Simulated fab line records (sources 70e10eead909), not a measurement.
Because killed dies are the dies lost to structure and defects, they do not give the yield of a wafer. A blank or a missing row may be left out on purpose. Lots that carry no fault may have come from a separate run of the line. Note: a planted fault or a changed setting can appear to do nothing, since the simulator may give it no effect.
Problem report in the 8D (eight disciplines) form, filled by code || flow nand_harc || the parts of the form that need people (team, actions taken, sign-off) are left out

== 1. WHAT IS WRONG ==
sort_bin_2_pct at NHARC_END_SORT_01 reads a mean of 97.2 % on 6 wafers of 2 lots; wafers without a fault read 1.5 % with a standard deviation of 0.6. So: +99 or more standard deviations from the usual mean.
First seen on wafer L791.3, day 21 17:22, on prober-01. The record has a number at this step for 6 wafers belonging to 2 lots. By rule, "out" or "out of limits" means more than 4 standard deviations away from the usual mean. Any other wafer with a number is counted as sound.

== 2. WHAT IT IS; WHAT IT IS NOT ==
{"question": "which readings at this step", "is": "sort_bin_2_pct, defect_limited_yield, killed_at_array, killed_dies, sort_n_pass, sort_rim_yield_pct, sort_yield_pct", "is not": "killed_at_other, killed_at_periphery, killed_short, sort_bin_3_pct, sort_bin_4_pct"}
{"question": "which lots", "is": "L790, L791", "is not": "-"}
{"question": "which wafers of those lots", "is": "all that have a number", "is not": "-"}
{"question": "read on which gauges", "is": "prober-01, prober-02", "is not": "-"}
{"question": "when", "is": "from day 21 17:22", "is not": "up to then (0 sound wafers)"}

== 3. THE SUSPECTS, EACH WITH WHAT RULES IT OUT ==
Counting: a tool at a process step up to the reading stays a suspect if it ran every lot that is out and no sound lot after the first of them.
- the gauge at NHARC_END_SORT_01: ruled out. 2 gauges (prober-01, prober-02) read the wafers that are out.
- pvd_sputter-03 at NHARC_A_BLC_DEGAS_30 (time 60 s): kept. It ran every lot that is out, first L790 (day 19 07:58), and no sound lot after that.
- pvd_sputter-03 at NHARC_A_BLC_PVD_32 (deposits Ti, target thk 5 nm, time 17.7 s): kept. It ran every lot that is out, first L790 (day 19 09:29), and no sound lot after that. Because NHARC_A_BLC_PVD_32 lacks a start for some lots, the hours and order of its lots are taken from NHARC_A_M0_DEP_00.
- pecvd-02 at NHARC_A_M0_DEP_00 (deposits SiOC, target thk 150 nm): kept. It ran every lot that is out, first L790 (day 19 09:29), and no sound lot after that.
pvd_sputter-03 at NHARC_A_BLC_DEGAS_30, pvd_sputter-03 at NHARC_A_BLC_PVD_32 and pecvd-02 at NHARC_A_M0_DEP_00 are what is left after counting.

== 4. THE CAUSE (what the simulator had put in) ==
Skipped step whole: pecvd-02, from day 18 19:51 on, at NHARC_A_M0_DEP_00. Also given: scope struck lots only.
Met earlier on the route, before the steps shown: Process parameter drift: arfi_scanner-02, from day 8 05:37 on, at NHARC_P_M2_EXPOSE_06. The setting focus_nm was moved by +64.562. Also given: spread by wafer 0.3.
3 suspects survive the count, and this tool is in that group.

== 5. THE EFFECT CHAIN, in route order ==
Each row: a reading whose mean over the struck wafers that have a number lies more than 3 standard deviations from the usual. Only readings for which the record gives a usual standard deviation are gone through. hours: the time from each lot's start at the first step in this table that gives one to its start at this step, as a median over the lots. sigmas: the change in usual standard deviations.
{"hours": 0, "step": "NHARC_END_SORT_01", "reading": "defect_limited_yield", "usual": "95.2 %", "on struck wafers": 0.0, "change": -95.2, "sigmas": -60}
{"hours": 0, "step": "NHARC_END_SORT_01", "reading": "killed_at_array", "usual": 29, "on struck wafers": 674, "change": "+645", "sigmas": "+59"}
{"hours": 0, "step": "NHARC_END_SORT_01", "reading": "killed_dies", "usual": 33, "on struck wafers": 677, "change": "+644", "sigmas": "+59"}
{"hours": 0, "step": "NHARC_END_SORT_01", "reading": "sort_bin_2_pct", "usual": "1.5 %", "on struck wafers": 97.2, "change": "+95.7", "sigmas": "+99 or more"}
{"hours": 0, "step": "NHARC_END_SORT_01", "reading": "sort_n_pass", "usual": 644, "on struck wafers": 0, "change": -644, "sigmas": -59}
{"hours": 0, "step": "NHARC_END_SORT_01", "reading": "sort_rim_yield_pct", "usual": "96.5 %", "on struck wafers": 0.0, "change": -96.5, "sigmas": -42}
{"hours": 0, "step": "NHARC_END_SORT_01", "reading": "sort_yield_pct", "usual": "95.2 %", "on struck wafers": 0.0, "change": -95.2, "sigmas": -60}
Readings that are blank on the struck wafers while sound wafers have them: chamber_pressure_Torr at NHARC_A_M0_DEP_00; rf_fwd_power_W at NHARC_A_M0_DEP_00.

== 6. WHAT WOULD HAVE CAUGHT IT SOONER ==
The first out-of-limits reading at a measuring or inspecting step in this record came at day 21 17:22, 70 hours after the fault's start at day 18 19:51.
At NHARC_A_M0_DEP_00 the tool's readings are blank on the struck wafers, where sound wafers have them: an empty tool record is the first sign, and it was there at once.
Lots out: 2; all had begun NHARC_A_M0_DEP_00 on pecvd-02 by day 21 17:22. Tool hold at that time: it would have spared none of them.
